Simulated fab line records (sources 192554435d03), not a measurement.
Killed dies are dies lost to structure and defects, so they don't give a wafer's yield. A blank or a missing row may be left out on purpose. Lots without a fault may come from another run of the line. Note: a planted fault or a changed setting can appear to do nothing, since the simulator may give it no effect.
Matching of chambers	flow n5Finfet	4 sister chambers for N5_GATE_CUT_CMP_43 on cmp-01
The step polishes SiO2. 4 wafers are shown with their chamber, then 8 later ones without.

EACH WAFER AND ITS CHAMBER
wafer	chamber	motorCurrentA (A)
L085.1	1	9.9
L088.5	0	10.7
L088.6	3	14.5
L089.1	2	11.7

WAFERS MISSING THEIR CHAMBER
wafer	motorCurrentA (A)
L089.4	14.9
L089.6	11.1
L091.2	14.1
L091.5	11.1
L091.6	14.2
L091.1	10.7
L091.3	11.1
L091.4	11.1

WHICH CHAMBER EACH WENT THROUGH
wafer	from the rows above	in truth
L089.4	3	3
L089.6	can't be placed: 0 or 2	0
L091.2	3	3
L091.5	can't be placed: 0 or 2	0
L091.6	3	3
L091.1	0	0
L091.3	can't be placed: 0 or 2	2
L091.4	can't be placed: 0 or 2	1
4 of 8 placed correctly. Cannot be placed on the basis of these rows: 4; the candidates contain the true chamber in 3. Wrongly placed: 0.
How it was worked out, from the rows above alone: a wafer's distance from a chamber is the root of the sum, over the readings, of the square of ((its reading less the chamber's mean) divided by the reading's scatter). If the next closest chamber is less than 2 further off than the closest, the wafer can't be placed; otherwise it belongs to the closest. For every chamber, the mean is computed from those of its wafers that are shown. The scatter: with one shown wafer a chamber, the root of the mean of the squares of how far each hidden wafer lies from its nearest shown one.
